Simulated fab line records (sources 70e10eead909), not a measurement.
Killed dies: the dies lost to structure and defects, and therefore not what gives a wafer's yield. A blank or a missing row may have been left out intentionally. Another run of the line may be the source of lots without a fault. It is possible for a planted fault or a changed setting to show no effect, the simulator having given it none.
Which tool was responsible? || flow nand_harc || 12 lots, 36 wafers sampled, at 6 steps of a route of 1302

== WHAT THE GAUGES READ, wafer by wafer ==
NHARC_A_ONON_D1_THK_MEAS_27: measures by ellipsometry. Usual: thk_nm 1002 nm, standard deviation 8.1.
{"lot": "L367", "measured": "day 8 16:37", "on": "film_metro-02", "thk_nm (nm)": "1002 1003 1003", "flag": ""}
{"lot": "L369", "measured": "day 9 08:52", "on": "film_metro-01", "thk_nm (nm)": "1021 1020 1022", "flag": ""}
{"lot": "L374", "measured": "day 11 15:31", "on": "film_metro-01", "thk_nm (nm)": "994 993 993", "flag": ""}
{"lot": "L379", "measured": "day 13 12:01", "on": "film_metro-01", "thk_nm (nm)": "1002 1002 1004", "flag": ""}
{"lot": "L380", "measured": "day 14 08:16", "on": "film_metro-02", "thk_nm (nm)": "999 999 999", "flag": ""}
{"lot": "L381", "measured": "day 14 08:24", "on": "film_metro-01", "thk_nm (nm)": "991 991 990", "flag": ""}
{"lot": "L382", "measured": "day 14 18:55", "on": "film_metro-01", "thk_nm (nm)": "1005 1006 1004", "flag": ""}
{"lot": "L383", "measured": "day 15 03:43", "on": "film_metro-01", "thk_nm (nm)": "992 992 992", "flag": ""}
{"lot": "L384", "measured": "day 15 15:15", "on": "film_metro-02", "thk_nm (nm)": "1000 1001 998", "flag": ""}
{"lot": "L385", "measured": "day 16 09:38", "on": "film_metro-02", "thk_nm (nm)": "1005 1008 1008", "flag": ""}
{"lot": "L387", "measured": "day 17 03:57", "on": "film_metro-01", "thk_nm (nm)": "999 999 1001", "flag": ""}
{"lot": "L388", "measured": "day 17 11:44", "on": "film_metro-01", "thk_nm (nm)": "1014 1016 1015", "flag": ""}

NHARC_A_ONON_D1_THK_MEAS_30: measures by ellipsometry. Usual: thk_nm 1002 nm, standard deviation 8.3.
{"lot": "L367", "measured": "day 8 17:11", "on": "film_metro-01", "thk_nm (nm)": "992 992 994", "flag": ""}
{"lot": "L369", "measured": "day 9 09:25", "on": "film_metro-01", "thk_nm (nm)": "1008 1005 1004", "flag": ""}
{"lot": "L374", "measured": "day 11 16:05", "on": "film_metro-02", "thk_nm (nm)": "998 998 1000", "flag": ""}
{"lot": "L379", "measured": "day 13 12:35", "on": "film_metro-01", "thk_nm (nm)": "1005 1004 1500", "flag": "OFF"}
{"lot": "L380", "measured": "day 14 08:49", "on": "film_metro-02", "thk_nm (nm)": "1016 1508 1016", "flag": "OFF"}
{"lot": "L381", "measured": "day 14 08:58", "on": "film_metro-02", "thk_nm (nm)": "996 995 994", "flag": ""}
{"lot": "L382", "measured": "day 14 19:29", "on": "film_metro-01", "thk_nm (nm)": "1000 999 998", "flag": ""}
{"lot": "L383", "measured": "day 15 04:19", "on": "film_metro-01", "thk_nm (nm)": "979 978 976", "flag": ""}
{"lot": "L384", "measured": "day 15 15:49", "on": "film_metro-02", "thk_nm (nm)": "996 995 994", "flag": ""}
{"lot": "L385", "measured": "day 16 10:12", "on": "film_metro-01", "thk_nm (nm)": "1001 1002 1003", "flag": ""}
{"lot": "L387", "measured": "day 17 04:32", "on": "film_metro-01", "thk_nm (nm)": "1011 1013 1013", "flag": ""}
{"lot": "L388", "measured": "day 17 12:19", "on": "film_metro-02", "thk_nm (nm)": "1007 1006 1006", "flag": ""}

NHARC_END_SORT_01. Usual: killed_at_array 54, standard deviation 21; killed_at_other 1.0, standard deviation 1.2; killed_at_periphery 3.6, standard deviation 2.6; killed_dies 58, standard deviation 20; killed_open 3.3, standard deviation 1.9; killed_short 2.6, standard deviation 1.5.
{"lot": "L379", "measured": "day 29 17:06", "on": "prober-01", "killed_at_array": "28 37 673", "killed_at_other": "0 0 1", "killed_at_periphery": "10 4 3", "killed_dies": "38 41 677", "killed_open": "4 3 2", "killed_short": "0 1 1", "flag": "OFF"}
{"lot": "L380", "measured": "day 31 10:37", "on": "prober-01", "killed_at_array": "93 676 73", "killed_at_other": "0 1 1", "killed_at_periphery": "4 0 7", "killed_dies": "97 677 81", "killed_open": "5 4 4", "killed_short": "2 1 4", "flag": "OFF"}
{"lot": "L383", "measured": "day 30 18:21", "on": "prober-01", "killed_at_array": 41, "killed_at_other": 0, "killed_at_periphery": 3, "killed_dies": 44, "killed_open": 2, "killed_short": 2, "flag": ""}

== WHICH TOOL RAN EACH LOT (tool, then ch and the chambers of the sampled wafers, then the start) ==
{"lot": "L367", "NHARC_A_ZERO_WELL_DESCUM_12": "rie_diel-10 ch 2,3, day 7 02:19", "NHARC_A_ZERO_WELL_RTA_16": "rtp_anneal-01 ch 0, day 7 03:31", "NHARC_A_ONON_D1_DEP_28": "pecvd_onon-03 ch 0, day 8 16:47"}
{"lot": "L369", "NHARC_A_ZERO_WELL_DESCUM_12": "rie_diel-05 ch 2,3, day 7 23:30", "NHARC_A_ZERO_WELL_RTA_16": "rtp_anneal-02 ch 0, day 8 00:40", "NHARC_A_ONON_D1_DEP_28": "pecvd_onon-01 ch 0, day 9 09:02"}
{"lot": "L374", "NHARC_A_ZERO_WELL_DESCUM_12": "rie_diel-10 ch 0,3, day 10 03:08", "NHARC_A_ZERO_WELL_RTA_16": "rtp_anneal-02 ch 0, day 10 04:24", "NHARC_A_ONON_D1_DEP_28": "pecvd_onon-03 ch 0, day 11 15:42"}
{"lot": "L379", "NHARC_A_ZERO_WELL_DESCUM_12": "rie_diel-10 ch 0,1, day 12 02:27", "NHARC_A_ZERO_WELL_RTA_16": "rtp_anneal-01 ch 0, day 12 03:36", "NHARC_A_ONON_D1_DEP_28": "pecvd_onon-03 ch 0, day 13 12:11"}
{"lot": "L380", "NHARC_A_ZERO_WELL_DESCUM_12": "rie_diel-05 ch 1,2, day 12 22:18", "NHARC_A_ZERO_WELL_RTA_16": "rtp_anneal-02 ch 0, day 12 23:28", "NHARC_A_ONON_D1_DEP_28": "pecvd_onon-03 ch 0, day 14 08:26"}
{"lot": "L381", "NHARC_A_ZERO_WELL_DESCUM_12": "rie_diel-05 ch 0,2,3, day 13 01:47", "NHARC_A_ZERO_WELL_RTA_16": "rtp_anneal-01 ch 0, day 13 02:53", "NHARC_A_ONON_D1_DEP_28": "pecvd_onon-01 ch 0, day 14 08:28"}
{"lot": "L382", "NHARC_A_ZERO_WELL_DESCUM_12": "rie_diel-05 ch 1,3, day 13 08:36", "NHARC_A_ZERO_WELL_RTA_16": "rtp_anneal-01 ch 0, day 13 09:46", "NHARC_A_ONON_D1_DEP_28": "pecvd_onon-01 ch 0, day 14 19:05"}
{"lot": "L383", "NHARC_A_ZERO_WELL_DESCUM_12": "rie_diel-05 ch 0,1,3, day 13 17:49", "NHARC_A_ZERO_WELL_RTA_16": "rtp_anneal-01 ch 0, day 13 18:56", "NHARC_A_ONON_D1_DEP_28": "pecvd_onon-04 ch 0, day 15 03:47"}
{"lot": "L384", "NHARC_A_ZERO_WELL_DESCUM_12": "rie_diel-05 ch 1,2,3, day 14 02:35", "NHARC_A_ZERO_WELL_RTA_16": "rtp_anneal-02 ch 0, day 14 03:45", "NHARC_A_ONON_D1_DEP_28": "pecvd_onon-01 ch 0, day 15 15:19"}
{"lot": "L385", "NHARC_A_ZERO_WELL_DESCUM_12": "rie_diel-05 ch 0,1, day 14 21:55", "NHARC_A_ZERO_WELL_RTA_16": "rtp_anneal-02 ch 0, day 14 23:38", "NHARC_A_ONON_D1_DEP_28": "pecvd_onon-04 ch 0, day 16 09:52"}
{"lot": "L387", "NHARC_A_ZERO_WELL_DESCUM_12": "rie_diel-10 ch 1,3, day 15 17:06", "NHARC_A_ZERO_WELL_RTA_16": "rtp_anneal-02 ch 0, day 15 18:28", "NHARC_A_ONON_D1_DEP_28": "pecvd_onon-04 ch 0, day 17 04:01"}
{"lot": "L388", "NHARC_A_ZERO_WELL_DESCUM_12": "rie_diel-10 ch 1,2, day 16 01:14", "NHARC_A_ZERO_WELL_RTA_16": "rtp_anneal-01 ch 0, day 16 02:22", "NHARC_A_ONON_D1_DEP_28": "pecvd_onon-04 ch 0, day 17 11:52"}
- NHARC_A_ZERO_WELL_DESCUM_12: chemistry O2, time 3 s.
- NHARC_A_ZERO_WELL_RTA_16: time 10 s.
- NHARC_A_ONON_D1_DEP_28: target thk 1000 nm.

== AS READ BY THE TOOLS THEMSELVES (means over the sampled wafers that have a number; for cases with no such wafer, the mark the record gives instead) ==
NHARC_A_ZERO_WELL_DESCUM_12. Usual: chamber_pressure_mTorr 60.00 mTorr, standard deviation 0.058; drypump_motor_current_A 5.9 A, standard deviation 0.45; oes_product_au 1.002 a.u., standard deviation 0.01; rf_vpp_V 57.6 V, standard deviation 0.88; showerhead_plenum_p_Torr 1.88 Torr, standard deviation 0.087; throttle_valve_pct 11.311 %, standard deviation 0.0092.
{"lot": "L367", "tool": "rie_diel-10", "chamber_pressure_mTorr (mTorr)": 60.07, "drypump_motor_current_A (A)": 5.8, "oes_product_au (a.u.)": 1.016, "rf_vpp_V (V)": 57.0, "showerhead_plenum_p_Torr (Torr)": 1.82, "throttle_valve_pct (%)": 11.316, "flag": ""}
{"lot": "L369", "tool": "rie_diel-05", "chamber_pressure_mTorr (mTorr)": 60.01, "drypump_motor_current_A (A)": 6.1, "oes_product_au (a.u.)": 1.000, "rf_vpp_V (V)": 57.6, "showerhead_plenum_p_Torr (Torr)": 1.80, "throttle_valve_pct (%)": 11.305, "flag": ""}
{"lot": "L374", "tool": "rie_diel-10", "chamber_pressure_mTorr (mTorr)": 59.98, "drypump_motor_current_A (A)": 5.8, "oes_product_au (a.u.)": 1.007, "rf_vpp_V (V)": 57.9, "showerhead_plenum_p_Torr (Torr)": 1.83, "throttle_valve_pct (%)": 11.309, "flag": ""}
{"lot": "L379", "tool": "rie_diel-10", "chamber_pressure_mTorr (mTorr)": 60.03, "drypump_motor_current_A (A)": 5.6, "oes_product_au (a.u.)": 1.001, "rf_vpp_V (V)": 58.2, "showerhead_plenum_p_Torr (Torr)": 1.88, "throttle_valve_pct (%)": 11.321, "flag": ""}
{"lot": "L380", "tool": "rie_diel-05", "chamber_pressure_mTorr (mTorr)": 59.97, "drypump_motor_current_A (A)": 6.5, "oes_product_au (a.u.)": 1.003, "rf_vpp_V (V)": 57.1, "showerhead_plenum_p_Torr (Torr)": 1.87, "throttle_valve_pct (%)": 11.303, "flag": ""}
{"lot": "L381", "tool": "rie_diel-05", "chamber_pressure_mTorr (mTorr)": 60.00, "drypump_motor_current_A (A)": 5.9, "oes_product_au (a.u.)": 1.001, "rf_vpp_V (V)": 57.5, "showerhead_plenum_p_Torr (Torr)": 1.89, "throttle_valve_pct (%)": 11.318, "flag": ""}
{"lot": "L382", "tool": "rie_diel-05", "chamber_pressure_mTorr (mTorr)": 60.04, "drypump_motor_current_A (A)": 6.3, "oes_product_au (a.u.)": 0.996, "rf_vpp_V (V)": 57.5, "showerhead_plenum_p_Torr (Torr)": 1.86, "throttle_valve_pct (%)": 11.317, "flag": ""}
{"lot": "L383", "tool": "rie_diel-05", "chamber_pressure_mTorr (mTorr)": 60.03, "drypump_motor_current_A (A)": 5.8, "oes_product_au (a.u.)": 1.003, "rf_vpp_V (V)": 56.8, "showerhead_plenum_p_Torr (Torr)": 1.91, "throttle_valve_pct (%)": 11.311, "flag": ""}
{"lot": "L384", "tool": "rie_diel-05", "chamber_pressure_mTorr (mTorr)": 59.97, "drypump_motor_current_A (A)": 6.3, "oes_product_au (a.u.)": 0.996, "rf_vpp_V (V)": 57.9, "showerhead_plenum_p_Torr (Torr)": 1.84, "throttle_valve_pct (%)": 11.318, "flag": ""}
{"lot": "L385", "tool": "rie_diel-05", "chamber_pressure_mTorr (mTorr)": 60.02, "drypump_motor_current_A (A)": 5.6, "oes_product_au (a.u.)": 1.005, "rf_vpp_V (V)": 58.1, "showerhead_plenum_p_Torr (Torr)": 2.00, "throttle_valve_pct (%)": 11.311, "flag": ""}
{"lot": "L387", "tool": "rie_diel-10", "chamber_pressure_mTorr (mTorr)": 60.01, "drypump_motor_current_A (A)": 5.7, "oes_product_au (a.u.)": 1.009, "rf_vpp_V (V)": 57.2, "showerhead_plenum_p_Torr (Torr)": 1.88, "throttle_valve_pct (%)": 11.313, "flag": ""}
{"lot": "L388", "tool": "rie_diel-10", "chamber_pressure_mTorr (mTorr)": 59.98, "drypump_motor_current_A (A)": 5.7, "oes_product_au (a.u.)": 1.005, "rf_vpp_V (V)": 57.7, "showerhead_plenum_p_Torr (Torr)": 1.91, "throttle_valve_pct (%)": 11.311, "flag": ""}

NHARC_A_ZERO_WELL_RTA_16. Usual: lamp_power_pct 28.7 %, standard deviation 2.8; lamp_zone_5_pct 28.6 %, standard deviation 2.8; wafer_temp_C_max 1003.9, standard deviation 0.82.
{"lot": "L367", "tool": "rtp_anneal-01", "lamp_power_pct (%)": 25.6, "lamp_zone_5_pct (%)": 25.6, "wafer_temp_C_max": 1004.1, "flag": ""}
{"lot": "L369", "tool": "rtp_anneal-02", "lamp_power_pct (%)": 31.2, "lamp_zone_5_pct (%)": 31.2, "wafer_temp_C_max": 1004.2, "flag": ""}
{"lot": "L374", "tool": "rtp_anneal-02", "lamp_power_pct (%)": 31.2, "lamp_zone_5_pct (%)": 31.2, "wafer_temp_C_max": 1003.2, "flag": ""}
{"lot": "L379", "tool": "rtp_anneal-01", "lamp_power_pct (%)": 25.6, "lamp_zone_5_pct (%)": 25.6, "wafer_temp_C_max": 1005.0, "flag": ""}
{"lot": "L380", "tool": "rtp_anneal-02", "lamp_power_pct (%)": 31.1, "lamp_zone_5_pct (%)": 31.2, "wafer_temp_C_max": 1002.9, "flag": ""}
{"lot": "L381", "tool": "rtp_anneal-01", "lamp_power_pct (%)": 25.7, "lamp_zone_5_pct (%)": 25.6, "wafer_temp_C_max": 1004.8, "flag": ""}
{"lot": "L382", "tool": "rtp_anneal-01", "lamp_power_pct (%)": 25.7, "lamp_zone_5_pct (%)": 25.6, "wafer_temp_C_max": 1005.2, "flag": ""}
{"lot": "L383", "tool": "rtp_anneal-01", "lamp_power_pct (%)": 25.6, "lamp_zone_5_pct (%)": 25.6, "wafer_temp_C_max": 1004.8, "flag": ""}
{"lot": "L384", "tool": "rtp_anneal-02", "lamp_power_pct (%)": 31.1, "lamp_zone_5_pct (%)": 31.2, "wafer_temp_C_max": 1003.0, "flag": ""}
{"lot": "L385", "tool": "rtp_anneal-02", "lamp_power_pct (%)": 31.2, "lamp_zone_5_pct (%)": 31.2, "wafer_temp_C_max": 1002.8, "flag": ""}
{"lot": "L387", "tool": "rtp_anneal-02", "lamp_power_pct (%)": 31.2, "lamp_zone_5_pct (%)": 31.2, "wafer_temp_C_max": 1003.7, "flag": ""}
{"lot": "L388", "tool": "rtp_anneal-01", "lamp_power_pct (%)": 25.7, "lamp_zone_5_pct (%)": 25.6, "wafer_temp_C_max": 1004.4, "flag": ""}

NHARC_A_ONON_D1_DEP_28. Usual: n2o_flow_sccm 2000 sccm, standard deviation 6.1.
{"lot": "L367", "tool": "pecvd_onon-03", "n2o_flow_sccm (sccm)": 2002, "flag": ""}
{"lot": "L369", "tool": "pecvd_onon-01", "n2o_flow_sccm (sccm)": 2003, "flag": ""}
{"lot": "L374", "tool": "pecvd_onon-03", "n2o_flow_sccm (sccm)": 2001, "flag": ""}
{"lot": "L379", "tool": "pecvd_onon-03", "n2o_flow_sccm (sccm)": 1996, "flag": ""}
{"lot": "L380", "tool": "pecvd_onon-03", "n2o_flow_sccm (sccm)": 2001, "flag": ""}
{"lot": "L381", "tool": "pecvd_onon-01", "n2o_flow_sccm (sccm)": 1999, "flag": ""}
{"lot": "L382", "tool": "pecvd_onon-01", "n2o_flow_sccm (sccm)": 1991, "flag": ""}
{"lot": "L383", "tool": "pecvd_onon-04", "n2o_flow_sccm (sccm)": 2000, "flag": ""}
{"lot": "L384", "tool": "pecvd_onon-01", "n2o_flow_sccm (sccm)": 1994, "flag": ""}
{"lot": "L385", "tool": "pecvd_onon-04", "n2o_flow_sccm (sccm)": 2003, "flag": ""}
{"lot": "L387", "tool": "pecvd_onon-04", "n2o_flow_sccm (sccm)": 1997, "flag": ""}
{"lot": "L388", "tool": "pecvd_onon-04", "n2o_flow_sccm (sccm)": 2002, "flag": ""}

== THE ANSWER, worked out from the rows above alone ==
Rule: a lot is off if the mean of its wafers that have a number lies more than 3 standard deviations from the usual mean. A lot without any number at a reading at which 4 lots or more have one is off too. Where the step has rows for the other lots, those lots are counted as sound. First the gauges in route order, then the tools' own readings, where a lot's mean is used as printed above. At the first step where some lot is off, the reading lying furthest off is the one used; lots without a number count as furthest.
Off at NHARC_A_ONON_D1_THK_MEAS_30 (thk_nm): L379, L380.
If a tool, at a process step before that reading, ran all the lots that are off and no sound lot after the first of them, it fits. The gauges at NHARC_A_ONON_D1_THK_MEAS_30 aren't tried: what is off there is off at NHARC_END_SORT_01 too, on other tools, and a gauge's error can't cause that. One candidate fits, namely pecvd_onon-03 at NHARC_A_ONON_D1_DEP_28. A fault onset in the window from L374 (day 11 15:42, its last sound lot) to L379 (day 13 12:11, its first lot off) fits.

== WHAT THE SIMULATOR PUT IN ==
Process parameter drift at NHARC_A_ONON_D1_DEP_28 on pecvd_onon-03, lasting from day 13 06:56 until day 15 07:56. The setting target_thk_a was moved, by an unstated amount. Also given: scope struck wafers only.
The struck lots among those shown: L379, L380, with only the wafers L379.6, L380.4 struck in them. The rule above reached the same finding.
